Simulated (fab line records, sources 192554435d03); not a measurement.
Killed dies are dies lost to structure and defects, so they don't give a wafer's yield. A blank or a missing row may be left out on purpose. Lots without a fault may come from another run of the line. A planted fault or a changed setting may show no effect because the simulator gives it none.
Split-lot experiment | flow n5_finfet | 7 lots, 21 wafers read, on a route of 1938 steps

THE SPLIT
At N5_BEOL_M0_SAQP_ETCH_84 (etches SOC in N2/H2, target depth 100 nm, overetch 20 nm, time 150 s), the setting time_s was moved away from the recipe's 150 s on 6 of the 21 wafers read, by -17.3% to +21.6%. The other wafers ran this setting at the recipe's value.

The reading is taken at the split's own step.

THE READING
SiARC_of_BEOL_M0_SAQP_COAT_82.thk_nm (the simulator's own value, which no gauge read), in nm, at N5_BEOL_M0_SAQP_ETCH_84 (etches SOC in N2/H2, target depth 100 nm, overetch 20 nm, time 150 s). The file gives no usual value for it. The 15 wafers here that ran the recipe average 24.4 nm, standard deviation 0.27 nm.

wafer  | tool, chamber at the split | time_s as run, s | against the recipe | SiARC_of_BEOL_M0_SAQP_COAT_82.thk_nm, nm | against lot-mates on the recipe
L076.1 | rie_diel-01, 0             | 172.5            | +15.0%             | 23.2                                     | -1.0
L076.2 | rie_diel-01, 1             | 150              | recipe             | 24.2                                     | -
L076.5 | rie_diel-01, 1             | 172.5            | +15.0%             | 23.4                                     | -0.8
L078.1 | rie_diel-02, 1             | 150              | recipe             | 24.4                                     | -
L078.3 | rie_diel-02, 2             | 150              | recipe             | 24.8                                     | -
L078.6 | rie_diel-02, 2             | 150              | recipe             | 24.6                                     | -
L081.1 | rie_diel-06, 1             | 150              | recipe             | 24.4                                     | -
L081.5 | rie_diel-06, 1             | 150              | recipe             | 24.4                                     | -
L081.4 | rie_diel-06, 2             | 150              | recipe             | 24.2                                     | -
L086.1 | rie_diel-02, 1             | 129.7            | -13.5%             | 25.2                                     | +0.6
L086.3 | rie_diel-02, 2             | 150              | recipe             | 25                                       | -
L086.6 | rie_diel-02, 1             | 150              | recipe             | 24.2                                     | -
L093.1 | rie_diel-02, 3             | 150              | recipe             | 24                                       | -
L093.5 | rie_diel-02, 3             | 182.4            | +21.6%             | 22.8                                     | -1.5
L093.6 | rie_diel-02, 0             | 150              | recipe             | 24.6                                     | -
L094.1 | rie_diel-02, 3             | 150              | recipe             | 24.2                                     | -
L094.6 | rie_diel-02, 3             | 150              | recipe             | 24.2                                     | -
L094.2 | rie_diel-02, 0             | 150              | recipe             | 24.8                                     | -
L095.2 | rie_diel-01, 1             | 124.1            | -17.3%             | 25.4                                     | +1.0
L095.3 | rie_diel-01, 0             | 150              | recipe             | 24.4                                     | -
L095.4 | rie_diel-01, 2             | 124.1            | -17.3%             | 25.2                                     | +0.8

THE FIT
A straight line over all 21 wafers: SiARC_of_BEOL_M0_SAQP_COAT_82.thk_nm changes by -0.0645 nm for each +1% of time_s; r = -0.92; the points scatter about the line by 0.26 nm.
The same after taking each lot's own level away (the mean of its wafers on the recipe; 21 wafers): -0.0581 nm for each +1%; r = -0.92; scatter 0.23 nm.
On that fit, the largest move of time_s shifts the reading by 1.3 nm.
The lots' own levels span 24.20 to 24.60 nm, that is 1.5 times the standard deviation above.
So the lot-to-lot level changes the slope: the two fits differ.
Check: with one of the wafers moved furthest among these (+21.6%) left out of the fit, the line predicts -1.19 nm for it against its lot-mates. It came out at -1.5 nm against them.

OTHER SPLITS ON THESE WAFERS
These wafers also went through other splits before the reading. Each is held against what the fit with the lots' levels taken away leaves over:
other split on the same wafers       | wafers away from the commonest value | r with SiARC_of_BEOL_M0_SAQP_COAT_82.thk_nm (lot level and that fit taken away)
N5_MOL_CONTACT_COAG_COAT_75 spin_rpm | 6                                    | -0.05
N5_BEOL_M0_SAQP_PEB_12 peb_time_s    | 6                                    | -0.10

THE FILE'S OWN FIT
SiARC_of_BEOL_M0_SAQP_COAT_82.thk_nm changes by -0.0593 nm for each +1% of time_s, r = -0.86.
